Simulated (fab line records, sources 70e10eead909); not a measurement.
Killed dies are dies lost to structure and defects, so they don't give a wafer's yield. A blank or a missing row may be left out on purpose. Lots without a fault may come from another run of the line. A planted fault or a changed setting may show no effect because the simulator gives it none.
fab line records | flow nand_harc
record lots=5 wafers=15 last_day=32
route steps=1302 shown A_ZERO_WELL@410 A_SOURCE_PLATE@413 A_ONON_D1@424 A_CHANNEL_HOLE_D1@450
lots that met no fault: from a run of the same line without faults
start_h: hours from the record's first day to the start of the lot's first wafer shown | wait_h: hours since the lot's step before | " the same as in the row above | L1.1+2: a row that stands for several wafers | - no value, or no start given | * or withheld: withheld | < > ~ a bound
route shown NAME@n: a module of which the file shows steps, and the number in the route of the first | usual: mean/standard deviation of fault-free wafers | same: alike in all rows | chamber/n: place in a boat | sites: the reading at each site | _std_site: their standard deviation | _edge_site: outer sites' mean less inner sites' | radius_mm: how far each site lies from the wafer's centre | mask NAME#n: copy n | behind: the tool/chamber that last shaped the wafer | hold: why the lot was held/for how many hours/how that ended | device: the transistor (n, p or np) that didn't switch | end of line: the same wafers' tests at the end of the route | a step without rows: its recipe alone | killed: dies lost to structure and defects at the first sort, not the wafer's yield | map: a wafer's dies, x killed, . not, _ none there
set.NAME: the setting as run; set.NAME@STEP: as run at that earlier step | model.NAME: the simulator's own value behind a step, which no gauge read
lots at some steps of the route; a table a step, a row a wafer
services: from which hour (start_h, from the record's first day; less than 0 if before it) a tool's chamber was out of use, for how many hours, and why
## steps
# step NHARC_A_ZERO_WELL_SRD_23
# columns lot.wafer tool chamber start_h wait_h
L079.3+1+5 wet_bench-09 1,3,6 - -
L082.5+3+2 wet_bench-03 5,6,7 - -
L089.1+5+4 wet_bench-03 6,7,1 - -
L092.2+3+1 wet_bench-06 2,4,6 - -
L096.5+4+2 wet_bench-03 3,5,6 - -
# step NHARC_A_ZERO_WELL_RTA_16
# recipe temp_c=1000 time_s=10
# usual lamp_power_pct=31/3.8 lamp_zone_1_pct=31/3.8 wafer_temp_C_max=1005.9/1.2
# columns lot.wafer tool chamber start_h wait_h lamp_power_pct lamp_zone_1_pct wafer_temp_C_max
L079.1 rtp_anneal-02 0 187.97 - 35 35 1004.3
L079.3 " 0 " " 35 35 1007.0
L079.5 " 0 " " 35 35 1004.6
L082.2 rtp_anneal-01 0 223.84 - 27 27 1006.3
L082.3 " 0 " " 27 27 1004.1
L082.5 " 0 " " 27 27 1004.4
L089.1 rtp_anneal-02 0 287.85 - 35 35 1007.4
L089.4 " 0 " " 35 35 1006.4
L089.5 " 0 " " 35 35 1006.7
L092.1 rtp_anneal-02 0 329.79 - 35 35 1006.9
L092.2 " 0 " " 35 35 1006.5
L092.3 " 0 " " 35 35 1007.1
L096.2 rtp_anneal-01 0 358.85 - 27 27 1005.3
L096.4 " 0 " " 27 27 1004.4
L096.5 " 0 " " 27 27 1004.8
# step NHARC_A_ZERO_WELL_INSPECT_17
# usual raw_defect_count=12/6.5
# columns lot.wafer tool chamber start_h wait_h raw_defect_count
L079.1 defect_inspect-01 - 188.17 0.2 13
L079.3 " - " " 26
L079.5 " - " " 19
L082.2 defect_inspect-01 - 224.01 0.1 12
L082.3 " - " " 1
L082.5 " - " " 8
L089.1 defect_inspect-01 - 288.05 0.2 16
L089.4 " - " " 22
L089.5 " - " " 18
L092.1 defect_inspect-02 - 329.98 0.2 18
L092.2 " - " " 15
L092.3 " - " " 15
L096.2 defect_inspect-01 - 359.02 0.1 20
L096.4 " - " " 10
L096.5 " - " " 9
# step NHARC_A_SOURCE_PLATE_PRECLEAN_00
# recipe time_s=60 chemistry=HF-LAST
# columns lot.wafer tool chamber start_h wait_h
L079.1+3+5 wet_bench-07 6,7,2 188.22 0.1
L082.5+3+2 wet_bench-05 5,6,7 224.07 0.1
L089.4+5+1 wet_bench-02 0,3,4 288.10 0.0
L092.3+2+1 wet_bench-07 0,1,2 330.04 0.1
L096.5+4+2 wet_bench-05 2,4,6 359.07 0.1
# step NHARC_A_SOURCE_PLATE_SRD_01
# columns lot.wafer tool chamber start_h wait_h
L079.1+3+5 wet_bench-07 6,7,2 - -
L082.5+3+2 wet_bench-05 5,6,7 - -
L089.4+5+1 wet_bench-02 0,3,4 - -
L092.3+2+1 wet_bench-07 0,1,2 - -
L096.5+4+2 wet_bench-05 2,4,6 - -
# step NHARC_A_SOURCE_PLATE_OXIDE_02
# recipe target_thk_a=100 temp_c=900 ox_time_s=1362 material=SiO2
# columns lot.wafer tool chamber start_h wait_h
L079.1+3+5 furnace-05 0 191.76 -
L082.2+3+5 furnace-05 0 226.77 -
L089.1+4+5 furnace-08 0 290.17 -
L092.1+2+3 furnace-05 0 332.81 -
L096.2+4+5 furnace-04 0 364.11 -
# step NHARC_A_SOURCE_PLATE_THK_MEAS_09
# recipe thk_meas_gauge=ellipsometry
# usual thk_nm=9.6/0.95
# columns lot.wafer tool chamber start_h wait_h thk_nm
L079.1 film_metro-01 - 195.75 0.4 9.1
L079.3 " - " " 9.3
L079.5 " - " " 11.0
L082.2 film_metro-02 - 230.81 0.4 9.6
L082.3 " - " " 8.5
L082.5 " - " " 10.5
L089.1 film_metro-02 - 294.23 0.4 7.6
L089.4 " - " " 8.2
L089.5 " - " " 8.4
L092.1 film_metro-01 - 336.92 0.4 9.6
L092.2 " - " " 9.9
L092.3 " - " " 10.2
L096.2 film_metro-01 - 368.16 0.4 10.3
L096.4 " - " " 9.0
L096.5 " - " " 9.8
# step NHARC_A_SOURCE_PLATE_PVD_04
# recipe target_thk_a=500 material=WSi2
# columns lot.wafer tool chamber start_h wait_h
L079.1+3+5 pvd_sputter-02 - 195.80 0.1
L082.3+2+5 pvd_sputter-02 - 230.90 0.1
L089.4+1+5 pvd_sputter-01 - 294.30 0.1
L092.2+3+1 pvd_sputter-01 - 336.98 0.1
L096.4+2+5 pvd_sputter-03 - 368.22 0.1
# step NHARC_A_SOURCE_PLATE_CVD_03
# recipe target_thk_a=2000 temp_c=620 pressure_mtorr=200 time_s=4000 material=poly-Si
# columns lot.wafer tool chamber start_h wait_h
L079.1+3+5 lpcvd_poly-03 0 198.32 -
L082.2+3+5 lpcvd_poly-02 0 233.29 -
L089.1+4+5 lpcvd_poly-02 0 296.71 -
L092.1+2+3 lpcvd_poly-02 0 339.41 -
L096.2+4+5 lpcvd_poly-03 0 370.73 -
# step NHARC_A_SOURCE_PLATE_ANNEAL_05
# recipe temp_c=850 time_s=1800
# columns lot.wafer tool chamber start_h wait_h
L079.1+3+5 furnace-08 0 204.94 3.6
L082.2+3+5 furnace-08 0 238.04 1.7
L089.1+4+5 furnace-05 0 302.71 2.9
L092.1+2+3 furnace-08 0 345.92 3.4
L096.2+4+5 furnace-08 0 377.27 3.4
# step NHARC_A_SOURCE_PLATE_THK_MEAS_06
# recipe thk_meas_gauge=ellipsometry
# usual thk_nm=200.9/2.2
# columns lot.wafer tool chamber start_h wait_h thk_nm
L079.1 film_metro-01 - 208.89 0.4 199.6
L079.3 " - " " 200.4
L079.5 " - " " 202.1
L082.2 film_metro-01 - 241.95 0.4 203.2
L082.3 " - " " 203.0
L082.5 " - " " 202.3
L089.1 film_metro-01 - 306.73 0.4 200.3
L089.4 " - " " 202.0
L089.5 " - " " 200.5
L092.1 film_metro-02 - 349.90 0.4 198.7
L092.2 " - " " 199.2
L092.3 " - " " 200.2
L096.2 film_metro-01 - 381.20 0.4 200.8
L096.4 " - " " 199.5
L096.5 " - " " 199.4
# step NHARC_A_SOURCE_PLATE_INSPECT_08
# usual raw_defect_count=57/20
# columns lot.wafer tool chamber start_h wait_h raw_defect_count
L079.1 defect_inspect-02 - 209.00 0.0 38
L079.3 " - " " 41
L079.5 " - " " 44
L082.2 defect_inspect-01 - 242.04 0.0 97
L082.3 " - " " 53
L082.5 " - " " 61
L089.1 defect_inspect-01 - 306.80 0.0 42
L089.4 " - " " 29
L089.5 " - " " 42
L092.1 defect_inspect-02 - 350.00 0.0 49
L092.2 " - " " 38
L092.3 " - " " 58
L096.2 defect_inspect-02 - 381.27 0.0 65
L096.4 " - " " 31
L096.5 " - " " 24
# step NHARC_A_ONON_D1_DEP_00
# recipe target_thk_a=10000 n2_flow_sccm=2750 n2o_flow_sccm=2000 nh3_flow_sccm=500 sih4_flow_sccm=210 temp_c=400
# columns lot.wafer tool chamber start_h wait_h
L079.1+3+5 pecvd_onon-04 0 209.06 0.1
L082.2+3+5 pecvd_onon-02 0 242.16 0.1
L089.1+4+5 pecvd_onon-04 0 306.86 0.1
L092.1+2+3 pecvd_onon-03 0 350.07 0.1
L096.2+4+5 pecvd_onon-02 0 381.39 0.1
# step NHARC_A_ONON_D1_THK_MEAS_02
# recipe thk_meas_gauge=ellipsometry
# usual thk_nm=1002/9.9
# columns lot.wafer tool chamber start_h wait_h thk_nm
L079.1 film_metro-02 - 209.57 - 1012
L079.3 " - " " 1014
L079.5 " - " " 1013
L082.2 film_metro-02 - 242.62 - 996
L082.3 " - " " 997
L082.5 " - " " 997
L089.1 film_metro-01 - 307.38 - 984
L089.4 " - " " 984
L089.5 " - " " 985
L092.1 film_metro-01 - 350.58 - 1011
L092.2 " - " " 1010
L092.3 " - " " 1011
L096.2 film_metro-01 - 381.85 - 996
L096.4 " - " " 997
L096.5 " - " " 998
# step NHARC_A_ONON_D1_DEP_03
# recipe target_thk_a=10000 n2_flow_sccm=2750 n2o_flow_sccm=2000 nh3_flow_sccm=500 sih4_flow_sccm=210 temp_c=400
# columns lot.wafer tool chamber start_h wait_h
L079.1+3+5 pecvd_onon-03 0 209.63 0.1
L082.2+3+5 pecvd_onon-02 0 242.73 0.1
L089.1+4+5 pecvd_onon-04 0 307.43 0.1
L092.1+2+3 pecvd_onon-04 0 350.63 0.1
L096.2+4+5 pecvd_onon-04 0 381.96 0.1
# step NHARC_A_ONON_D1_THK_MEAS_05
# recipe thk_meas_gauge=ellipsometry
# usual thk_nm=999/7.2
# columns lot.wafer tool chamber start_h wait_h thk_nm
L079.1 film_metro-01 - 210.14 - 997
L079.3 " - " " 998
L079.5 " - " " 997
L082.2 film_metro-01 - 243.18 - 996
L082.3 " - " " 997
L082.5 " - " " 994
L089.1 film_metro-01 - 307.94 - 1002
L089.4 " - " " 1001
L089.5 " - " " 1001
L092.1 film_metro-01 - 351.14 - 997
L092.2 " - " " 998
L092.3 " - " " 998
L096.2 film_metro-01 - 382.41 - 1009
L096.4 " - " " 1011
L096.5 " - " " 1009
# step NHARC_A_ONON_D1_DEP_06
# recipe target_thk_a=10000 n2_flow_sccm=2750 n2o_flow_sccm=2000 nh3_flow_sccm=500 sih4_flow_sccm=210 temp_c=400
# columns lot.wafer tool chamber start_h wait_h
L079.1+3+5 pecvd_onon-02 0 210.19 0.1
L082.2+3+5 pecvd_onon-02 0 243.30 0.1
L089.1+4+5 pecvd_onon-04 0 308.00 0.1
L092.1+2+3 pecvd_onon-02 0 351.20 0.1
L096.2+4+5 pecvd_onon-03 0 382.52 0.1
# step NHARC_A_ONON_D1_THK_MEAS_08
# recipe thk_meas_gauge=ellipsometry
# usual thk_nm=1000/8.7
# columns lot.wafer tool chamber start_h wait_h thk_nm
L079.1 film_metro-02 - 210.71 - 1002
L079.3 " - " " 1001
L079.5 " - " " 1001
L082.2 film_metro-01 - 243.75 - 1001
L082.3 " - " " 1000
L082.5 " - " " 1000
L089.1 film_metro-02 - 308.51 - 985
L089.4 " - " " 985
L089.5 " - " " 985
L092.1 film_metro-02 - 351.71 - 1004
L092.2 " - " " 1005
L092.3 " - " " 1003
L096.2 film_metro-01 - 382.97 - 1003
L096.4 " - " " 1000
L096.5 " - " " 1001
# step NHARC_A_ONON_D1_DEP_09
# recipe target_thk_a=10000 n2_flow_sccm=2750 n2o_flow_sccm=2000 nh3_flow_sccm=500 sih4_flow_sccm=210 temp_c=400
# columns lot.wafer tool chamber start_h wait_h
L079.1+3+5 pecvd_onon-04 0 210.77 0.1
L082.2+3+5 pecvd_onon-02 0 243.86 0.1
L089.1+4+5 pecvd_onon-03 0 308.56 0.1
L092.1+2+3 pecvd_onon-03 0 351.76 0.1
L096.2+4+5 pecvd_onon-04 0 383.09 0.1
# step NHARC_A_ONON_D1_THK_MEAS_11
# recipe thk_meas_gauge=ellipsometry
# usual thk_nm=1001/9
# columns lot.wafer tool chamber start_h wait_h thk_nm
L079.1 film_metro-01 - 211.28 - 997
L079.3 " - " " 996
L079.5 " - " " 996
L082.2 film_metro-01 - 244.34 - 1019
L082.3 " - " " 1017
L082.5 " - " " 1018
L089.1 film_metro-02 - 309.10 - 1003
L089.4 " - " " 1002
L089.5 " - " " 1001
L092.1 film_metro-01 - 352.28 - 995
L092.2 " - " " 996
L092.3 " - " " 993
L096.2 film_metro-01 - 383.55 - 1004
L096.4 " - " " 1004
L096.5 " - " " 1005
# step NHARC_A_ONON_D1_DEP_12
# recipe target_thk_a=10000 n2_flow_sccm=2750 n2o_flow_sccm=2000 nh3_flow_sccm=500 sih4_flow_sccm=210 temp_c=400
# columns lot.wafer tool chamber start_h wait_h
L079.1+3+5 pecvd_onon-03 0 211.34 0.1
L082.2+3+5 pecvd_onon-02 0 244.45 0.1
L089.1+4+5 pecvd_onon-02 0 309.15 0.1
L092.1+2+3 pecvd_onon-04 0 352.33 0.1
L096.2+4+5 pecvd_onon-03 0 383.66 0.1
# step NHARC_A_ONON_D1_THK_MEAS_14
# recipe thk_meas_gauge=ellipsometry
# usual thk_nm=999/11
# columns lot.wafer tool chamber start_h wait_h thk_nm
L079.1 film_metro-02 - 211.85 - 1012
L079.3 " - " " 1011
L079.5 " - " " 1013
L082.2 film_metro-01 - 244.93 - 1008
L082.3 " - " " 1005
L082.5 " - " " 1004
L089.1 film_metro-01 - 309.67 - 1008
L089.4 " - " " 1008
L089.5 " - " " 1010
L092.1 film_metro-01 - 352.84 - 977
L092.2 " - " " 979
L092.3 " - " " 978
L096.2 film_metro-01 - 384.12 - 976
L096.4 " - " " 978
L096.5 " - " " 977
# step NHARC_A_ONON_D1_ANNEAL_15
# recipe temp_c=750 time_s=3600
# columns lot.wafer tool chamber start_h wait_h
L079.1+3+5 furnace-02 0 215.24 3.4
L082.2+3+5 furnace-02 0 248.26 3.3
L089.1+4+5 furnace-02 0 313.02 3.4
L092.1+2+3 furnace-02 0 356.23 3.4
L096.2+4+5 furnace-01 0 387.29 3.2
# step NHARC_A_ONON_D1_DEP_16
# recipe target_thk_a=10000 n2_flow_sccm=2750 n2o_flow_sccm=2000 nh3_flow_sccm=500 sih4_flow_sccm=210 temp_c=400
# columns lot.wafer tool chamber start_h wait_h
L079.1+3+5 pecvd_onon-03 0 219.14 0.1
L082.2+3+5 pecvd_onon-02 0 252.19 0.1
L089.1+4+5 pecvd_onon-02 0 316.96 0.1
L092.1+2+3 pecvd_onon-02 0 360.11 0.1
L096.2+4+5 pecvd_onon-02 0 391.29 0.1
# step NHARC_A_ONON_D1_THK_MEAS_18
# recipe thk_meas_gauge=ellipsometry
# usual thk_nm=999/8.9
# columns lot.wafer tool chamber start_h wait_h thk_nm
L079.1 film_metro-02 - 219.65 - 997
L079.3 " - " " 997
L079.5 " - " " 995
L082.2 film_metro-02 - 252.64 - 999
L082.3 " - " " 998
L082.5 " - " " 997
L089.1 film_metro-01 - 317.47 - 1008
L089.4 " - " " 1009
L089.5 " - " " 1008
L092.1 film_metro-02 - 360.62 - 976
L092.2 " - " " 973
L092.3 " - " " 976
L096.2 film_metro-02 - 391.75 - 993
L096.4 " - " " 992
L096.5 " - " " 993
# step NHARC_A_ONON_D1_DEP_19
# recipe target_thk_a=10000 n2_flow_sccm=2750 n2o_flow_sccm=2000 nh3_flow_sccm=500 sih4_flow_sccm=210 temp_c=400
# columns lot.wafer tool chamber start_h wait_h
L079.1+3+5 pecvd_onon-02 0 219.71 0.1
L082.2+3+5 pecvd_onon-02 0 252.76 0.1
L089.1+4+5 pecvd_onon-02 0 317.53 0.1
L092.1+2+3 pecvd_onon-04 0 360.68 0.1
L096.2+4+5 pecvd_onon-03 0 391.86 0.1
# step NHARC_A_ONON_D1_THK_MEAS_21
# recipe thk_meas_gauge=ellipsometry
# usual thk_nm=997/6.1
# columns lot.wafer tool chamber start_h wait_h thk_nm
L079.1 film_metro-02 - 220.22 - 1007
L079.3 " - " " 1007
L079.5 " - " " 1006
L082.2 film_metro-02 - 253.21 - 999
L082.3 " - " " 999
L082.5 " - " " 1000
L089.1 film_metro-02 - 318.06 - 992
L089.4 " - " " 992
L089.5 " - " " 994
L092.1 film_metro-02 - 361.18 - 998
L092.2 " - " " 997
L092.3 " - " " 998
L096.2 film_metro-02 - 392.32 - 998
L096.4 " - " " 996
L096.5 " - " " 997
# step NHARC_A_ONON_D1_DEP_22
# recipe target_thk_a=10000 n2_flow_sccm=2750 n2o_flow_sccm=2000 nh3_flow_sccm=500 sih4_flow_sccm=210 temp_c=400
# columns lot.wafer tool chamber start_h wait_h
L079.1+3+5 pecvd_onon-04 0 220.28 0.1
L082.2+3+5 pecvd_onon-04 0 253.45 0.2
L089.1+4+5 pecvd_onon-02 0 318.12 0.1
L092.1+2+3 pecvd_onon-04 0 361.24 0.1
L096.2+4+5 pecvd_onon-04 0 392.43 0.1
# step NHARC_A_ONON_D1_THK_MEAS_24
# recipe thk_meas_gauge=ellipsometry
# usual thk_nm=999/10
# columns lot.wafer tool chamber start_h wait_h thk_nm
L079.1 film_metro-01 - 220.80 - 998
L079.3 " - " " 997
L079.5 " - " " 997
L082.2 film_metro-02 - 253.90 - 1000
L082.3 " - " " 1001
L082.5 " - " " 1001
L089.1 film_metro-01 - 318.63 - 1006
L089.4 " - " " 1006
L089.5 " - " " 1007
L092.1 film_metro-01 - 361.75 - 1010
L092.2 " - " " 1009
L092.3 " - " " 1010
L096.2 film_metro-02 - 392.88 - 1010
L096.4 " - " " 1011
L096.5 " - " " 1012
# step NHARC_A_ONON_D1_DEP_25
# recipe target_thk_a=10000 n2_flow_sccm=2750 n2o_flow_sccm=2000 nh3_flow_sccm=500 sih4_flow_sccm=210 temp_c=400
# columns lot.wafer tool chamber start_h wait_h
L079.1+3+5 pecvd_onon-03 0 220.85 0.1
L082.2+3+5 pecvd_onon-04 0 254.15 0.2
L089.1+4+5 pecvd_onon-02 0 318.68 0.1
L092.1+2+3 pecvd_onon-03 0 361.81 0.1
L096.2+4+5 pecvd_onon-02 0 392.99 0.1
# step NHARC_A_ONON_D1_THK_MEAS_27
# recipe thk_meas_gauge=ellipsometry
# usual thk_nm=1000/9.5
# columns lot.wafer tool chamber start_h wait_h thk_nm
L079.1 film_metro-01 - 221.37 - 1002
L079.3 " - " " 999
L079.5 " - " " 1000
L082.2 film_metro-01 - 254.61 - 996
L082.3 " - " " 997
L082.5 " - " " 996
L089.1 film_metro-02 - 319.19 - 1002
L089.4 " - " " 1002
L089.5 " - " " 1002
L092.1 film_metro-02 - 362.32 - 1009
L092.2 " - " " 1007
L092.3 " - " " 1009
L096.2 film_metro-02 - 393.44 - 1007
L096.4 " - " " 1007
L096.5 " - " " 1006
# step NHARC_A_ONON_D1_DEP_28
# recipe target_thk_a=10000 n2_flow_sccm=2750 n2o_flow_sccm=2000 nh3_flow_sccm=500 sih4_flow_sccm=210 temp_c=400
# columns lot.wafer tool chamber start_h wait_h
L079.1+3+5 pecvd_onon-02 0 221.42 0.1
L082.2+3+5 pecvd_onon-03 0 254.72 0.1
L089.1+4+5 pecvd_onon-02 0 319.25 0.1
L092.1+2+3 pecvd_onon-03 0 362.37 0.1
L096.2+4+5 pecvd_onon-03 0 393.56 0.1
# step NHARC_A_ONON_D1_THK_MEAS_30
# recipe thk_meas_gauge=ellipsometry
# usual thk_nm=998/8.4
# columns lot.wafer tool chamber start_h wait_h thk_nm
L079.1 film_metro-02 - 221.94 - 998
L079.3 " - " " 996
L079.5 " - " " 999
L082.2 film_metro-01 - 255.17 - 1006
L082.3 " - " " 1006
L082.5 " - " " 1006
L089.1 film_metro-02 - 319.76 - 994
L089.4 " - " " 994
L089.5 " - " " 992
L092.1 film_metro-01 - 362.89 - 993
L092.2 " - " " 993
L092.3 " - " " 994
L096.2 film_metro-02 - 394.01 - 1016
L096.4 " - " " 1016
L096.5 " - " " 1014
# step NHARC_A_ONON_D1_DEP_33
# recipe target_thk_a=2000 temp_c=400 pressure_torr=6.5 rf_w=900 teos_flow_sccm=161.4 flow_sccm=2650 target_thk_nm=200 gas=O2 material=SiO2
# usual flow_sccm=2649/8.2 heater_power_w=489/83 throttle_valve_pct=15.9/0.34
# columns lot.wafer tool chamber start_h wait_h flow_sccm heater_power_w throttle_valve_pct
L079.1 pecvd-01 1 222.06 0.1 2661 701 15.6
L079.3 " 1 " " 2652 709 15.7
L079.5 " 2 " " 2648 545 16.2
L082.2 pecvd-03 1 255.28 0.1 2654 436 15.3
L082.3 " 2 " " 2663 540 15.5
L082.5 " 2 " " 2671 555 15.4
L089.1 pecvd-04 0 319.86 0.1 2643 420 15.9
L089.4 " 2 " " 2644 437 16.1
L089.5 " 0 " " 2657 420 16.3
L092.1 pecvd-04 2 362.94 0.1 2636 461 15.9
L092.3 " 0 " " 2638 386 16.2
L092.2 " 1 " " 2650 373 15.9
L096.2 pecvd-03 0 394.11 0.1 2649 418 15.8
L096.5 " 2 " " 2644 448 15.8
L096.4 " 0 " " 2645 434 15.6
# step NHARC_A_ONON_D1_THK_MEAS_34
# recipe thk_meas_gauge=ellipsometry
# usual thk_nm=200.1/2.6
# columns lot.wafer tool chamber start_h wait_h thk_nm
L079.1 film_metro-01 - 222.56 0.4 197.9
L079.3 " - " " 201.4
L079.5 " - " " 201.5
L082.2 film_metro-02 - 255.65 - 198.2
L082.3 " - " " 201.0
L082.5 " - " " 201.7
L089.1 film_metro-02 - 320.23 - 201.6
L089.4 " - " " 202.8
L089.5 " - " " 203.3
L092.1 film_metro-01 - 363.38 - 200.7
L092.2 " - " " 195.6
L092.3 " - " " 197.5
L096.2 film_metro-02 - 394.48 - 199.3
L096.4 " - " " 203.7
L096.5 " - " " 201.6
# step NHARC_A_ONON_D1_INSPECT_32
# usual raw_defect_count=68/20
# columns lot.wafer tool chamber start_h wait_h raw_defect_count
L079.1 defect_inspect-01 - 222.64 0.0 67
L079.3 " - " " 51
L079.5 " - " " 51
L082.2 defect_inspect-02 - 255.73 0.0 96
L082.3 " - " " 77
L082.5 " - " " 72
L089.1 defect_inspect-01 - 320.32 0.0 43
L089.4 " - " " 39
L089.5 " - " " 46
L092.1 defect_inspect-01 - 363.44 0.0 65
L092.2 " - " " 73
L092.3 " - " " 71
L096.2 defect_inspect-02 - 394.57 0.0 97
L096.4 " - " " 45
L096.5 " - " " 43
# step NHARC_A_CHANNEL_HOLE_D1_DEP_00
# recipe target_thk_a=31000 temp_c=400 material=aC
# usual throttle_valve_pct=35.001/0.0098
# columns lot.wafer tool chamber start_h wait_h throttle_valve_pct
L079.1 acl_dep-03 0 222.71 0.1 35.003
L079.3 " 0 " " 34.987
L079.5 " 0 " " 35.009
L082.2 acl_dep-01 0 256.19 0.5 35.007
L082.3 " 0 " " 34.999
L082.5 " 0 " " 34.999
L089.1 acl_dep-02 0 322.54 2.2 35.001
L089.4 " 0 " " 34.989
L089.5 " 0 " " 34.995
L092.1 acl_dep-02 0 363.51 0.1 35.003
L092.2 " 0 " " 34.992
L092.3 " 0 " " 34.984
L096.2 acl_dep-02 0 396.51 1.9 35.018
L096.4 " 0 " " 34.997
L096.5 " 0 " " 35.002
# step NHARC_A_CHANNEL_HOLE_D1_DEP_01
# recipe target_thk_a=1400 target_thk_nm=140 temp_c=400 pressure_torr=3.5 flow_sccm=200 rf_w=350 material=SiON
# usual heater_power_w=681/76
# columns lot.wafer tool chamber start_h wait_h heater_power_w
L079.3 pecvd-04 1 224.69 1.0 591
L079.1 " 2 " " 784
L079.5 " 0 " " 641
L082.3 pecvd-03 0 257.83 1.0 643
L082.2 " 1 " " 712
L082.5 " 2 " " 752
L089.1 pecvd-03 2 324.54 1.7 706
L089.5 " 0 " " 656
L089.4 " 2 " " 700
L092.2 pecvd-04 1 365.43 1.3 571
L092.1 " 2 " " 708
L092.3 " 0 " " 577
L096.2 pecvd-03 2 398.15 1.3 657
L096.5 " 0 " " 566
L096.4 " 1 " " 753
# step NHARC_A_CHANNEL_HOLE_D1_DEHYDRATE_02
# recipe temp_c=150 time_s=120
# usual resist_line_temp_C=23.01/0.1
# columns lot.wafer tool chamber start_h wait_h resist_line_temp_C
L079.1 litho_track-04 0 224.93 0.2 23.04
L079.3 " 0 " " 22.82
L079.5 " 0 " " 23.02
L082.2 litho_track-04 0 258.07 0.2 22.96
L082.3 " 0 " " 22.87
L082.5 " 0 " " 22.99
L089.1 litho_track-04 0 324.76 0.2 23.04
L089.4 " 0 " " 23.00
L089.5 " 0 " " 23.00
L092.1 litho_track-04 0 365.70 0.2 22.91
L092.2 " 0 " " 22.94
L092.3 " 0 " " 23.04
L096.2 litho_track-01 0 398.36 0.2 23.05
L096.4 " 0 " " 23.09
L096.5 " 0 " " 23.11
# step NHARC_A_CHANNEL_HOLE_D1_HMDS_03
# recipe time_s=30
# usual resist_line_temp_C=23.01/0.11
# columns lot.wafer tool chamber start_h wait_h resist_line_temp_C
L079.1 litho_track-04 0 - - 23.01
L079.3 " 0 " " 23.08
L079.5 " 0 " " 23.06
L082.2 litho_track-04 0 - - 22.98
L082.3 " 0 " " 23.01
L082.5 " 0 " " 22.82
L089.1 litho_track-04 0 - - 22.80
L089.4 " 0 " " 22.84
L089.5 " 0 " " 22.84
L092.1 litho_track-04 0 - - 22.91
L092.2 " 0 " " 22.81
L092.3 " 0 " " 22.90
L096.2 litho_track-01 0 - - 22.87
L096.4 " 0 " " 22.92
L096.5 " 0 " " 22.90
# step NHARC_A_CHANNEL_HOLE_D1_COAT_36
# recipe temp_c=260 time_s=75
# usual resist_line_temp_C=23.02/0.099
# columns lot.wafer tool chamber start_h wait_h resist_line_temp_C
L079.1 litho_track-04 0 - - 22.84
L079.3 " 0 " " 23.15
L079.5 " 0 " " 22.91
L082.2 litho_track-04 0 - - 23.07
L082.3 " 0 " " 23.04
L082.5 " 0 " " 23.08
L089.1 litho_track-04 0 - - 23.03
L089.4 " 0 " " 23.05
L089.5 " 0 " " 23.14
L092.1 litho_track-04 0 - - 22.99
L092.2 " 0 " " 22.92
L092.3 " 0 " " 23.12
L096.2 litho_track-01 0 - - 23.02
L096.4 " 0 " " 23.24
L096.5 " 0 " " 23.10
# step NHARC_A_CHANNEL_HOLE_D1_COAT_37
# recipe temp_c=225 time_s=65
# usual resist_line_temp_C=23.00/0.083
# columns lot.wafer tool chamber start_h wait_h resist_line_temp_C
L079.1 litho_track-04 0 - - 22.97
L079.3 " 0 " " 22.93
L079.5 " 0 " " 23.00
L082.2 litho_track-04 0 - - 23.14
L082.3 " 0 " " 23.12
L082.5 " 0 " " 23.10
L089.1 litho_track-04 0 - - 22.94
L089.4 " 0 " " 23.08
L089.5 " 0 " " 22.95
L092.1 litho_track-04 0 - - 22.89
L092.2 " 0 " " 22.99
L092.3 " 0 " " 22.93
L096.2 litho_track-01 0 - - 23.05
L096.4 " 0 " " 22.99
L096.5 " 0 " " 22.98
# step NHARC_A_CHANNEL_HOLE_D1_COAT_04
# recipe spin_rpm=1500 resist_thk_nm=90
# usual resist_line_temp_C=23.01/0.12
# columns lot.wafer tool chamber start_h wait_h resist_line_temp_C
L079.1 litho_track-04 0 - - 22.88
L079.3 " 0 " " 22.97
L079.5 " 0 " " 23.07
L082.2 litho_track-04 0 - - 23.10
L082.3 " 0 " " 22.85
L082.5 " 0 " " 23.08
L089.1 litho_track-04 0 - - 23.05
L089.4 " 0 " " 23.12
L089.5 " 0 " " 23.07
L092.1 litho_track-04 0 - - 22.98
L092.2 " 0 " " 22.85
L092.3 " 0 " " 22.75
L096.2 litho_track-01 0 - - 23.11
L096.4 " 0 " " 23.01
L096.5 " 0 " " 23.10
# step NHARC_A_CHANNEL_HOLE_D1_SOFTBAKE_05
# recipe temp_c=105 time_s=55
# usual resist_line_temp_C=23.01/0.1
# columns lot.wafer tool chamber start_h wait_h resist_line_temp_C
L079.1 litho_track-04 0 - - 23.13
L079.3 " 0 " " 23.08
L079.5 " 0 " " 23.10
L082.2 litho_track-04 0 - - 22.77
L082.3 " 0 " " 22.83
L082.5 " 0 " " 22.89
L089.1 litho_track-04 0 - - 23.15
L089.4 " 0 " " 23.15
L089.5 " 0 " " 23.08
L092.1 litho_track-04 0 - - 23.20
L092.2 " 0 " " 23.07
L092.3 " 0 " " 23.14
L096.2 litho_track-01 0 - - 23.04
L096.4 " 0 " " 23.01
L096.5 " 0 " " 23.06
# step NHARC_A_CHANNEL_HOLE_D1_EBR_06
# usual resist_line_temp_C=23.01/0.11
# columns lot.wafer tool chamber start_h wait_h resist_line_temp_C
L079.1 litho_track-04 0 - - 22.92
L079.3 " 0 " " 22.96
L079.5 " 0 " " 23.08
L082.2 litho_track-04 0 - - 23.08
L082.3 " 0 " " 23.15
L082.5 " 0 " " 23.30
L089.1 litho_track-04 0 - - 22.95
L089.4 " 0 " " 23.07
L089.5 " 0 " " 23.13
L092.1 litho_track-04 0 - - 22.98
L092.2 " 0 " " 22.93
L092.3 " 0 " " 22.98
L096.2 litho_track-01 0 - - 23.01
L096.4 " 0 " " 22.88
L096.5 " 0 " " 23.06
## services
# columns tool chamber start_h hours kind
pecvd-03 - 180.71 0.5 repair
pecvd-03 - 185.00 13.0 pm
pecvd_onon-02 - 185.14 13.0 pm
litho_track-04 - 203.00 7.0 pm
lpcvd_poly-02 - 206.80 26.0 pm
wet_bench-03 - 210.45 8.0 pm
pvd_sputter-01 - 226.02 10.0 pm
pecvd_onon-03 - 237.41 13.0 pm
wet_bench-02 - 244.03 8.0 pm
acl_dep-02 - 244.19 13.0 pm
wet_bench-05 - 260.80 8.0 pm
pecvd-03 - 261.90 1.6 repair
pecvd-04 - 269.27 13.0 pm
pvd_sputter-02 - 282.00 10.0 pm
pvd_sputter-01 - 294.92 2.3 repair
pecvd-03 0 295.80 9.8 repair
pvd_sputter-02 - 308.60 27.5 repair
pecvd_onon-04 - 311.17 13.0 pm
litho_track-01 - 330.00 7.0 pm
wet_bench-07 - 336.00 8.0 pm
pecvd-03 - 366.00 13.0 pm
pecvd_onon-02 - 366.32 13.0 pm
litho_track-04 - 378.00 7.0 pm
wet_bench-03 - 386.45 8.0 pm
## key
fault none
